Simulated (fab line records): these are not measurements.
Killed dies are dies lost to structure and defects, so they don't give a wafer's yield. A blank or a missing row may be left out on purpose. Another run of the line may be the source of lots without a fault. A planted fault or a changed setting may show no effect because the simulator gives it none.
Chamber matching | flow nand harc | NHARC_A_CONTACT_ETCH_110 on rie diel-06 has 4 sister chambers
The step etches the open film in CF4/O2, target depth 60 nm, overetch 6 nm, time 33 s. 8 wafers are shown with their chamber, then 7 later ones without.

## WAFERS PAIRED WITH THEIR CHAMBERS
wafer  | chamber | drypump motor current A (A) | showerhead plenum p Torr (Torr)
L566.1 | 0       | 6.4                         | 1.39
L566.3 | 1       | 5.1                         | 1.30
L569.1 | 3       | 5.3                         | 1.34
L569.5 | 2       | 6.3                         | 1.37
L572.1 | 1       | 5.0                         | 1.30
L572.3 | 0       | 6.4                         | 1.39
L572.6 | 3       | 5.3                         | 1.33
L573.2 | 2       | 6.3                         | 1.37

## WAFERS MISSING THEIR CHAMBER
wafer  | drypump motor current A (A) | showerhead plenum p Torr (Torr)
L573.4 | 5.1                         | 1.30
L573.5 | 6.4                         | 1.39
L575.1 | 5.3                         | 1.33
L575.3 | 6.4                         | 1.39
L575.5 | 5.3                         | 1.33
L580.1 | 6.3                         | 1.36
L580.2 | 5.4                         | 1.33

## WHICH CHAMBER EACH ONE RAN IN
wafer  | from the rows above | in truth
L573.4 | 1                   | 1
L573.5 | 0                   | 0
L575.1 | 3                   | 3
L575.3 | 0                   | 0
L575.5 | 3                   | 3
L580.1 | 2                   | 2
L580.2 | 3                   | 3
Correct placement for 7 of the 7. Can't be placed from these rows: 0. Wrongly placed: 0.
How it was worked out, from the rows above alone: a wafer's distance from a chamber is the root of the sum, over the readings, of the square of ((its reading less the chamber's mean) divided by the reading's scatter). The wafer belongs to the nearest chamber; if the next one is less than 2 further off, it can't be placed. The mean given for a chamber averages the wafers shown for that chamber. How the scatter is found: for the shown wafers, subtract from each reading the mean of its chamber, square and add these, divide the total by (wafers less chambers), then take the root.
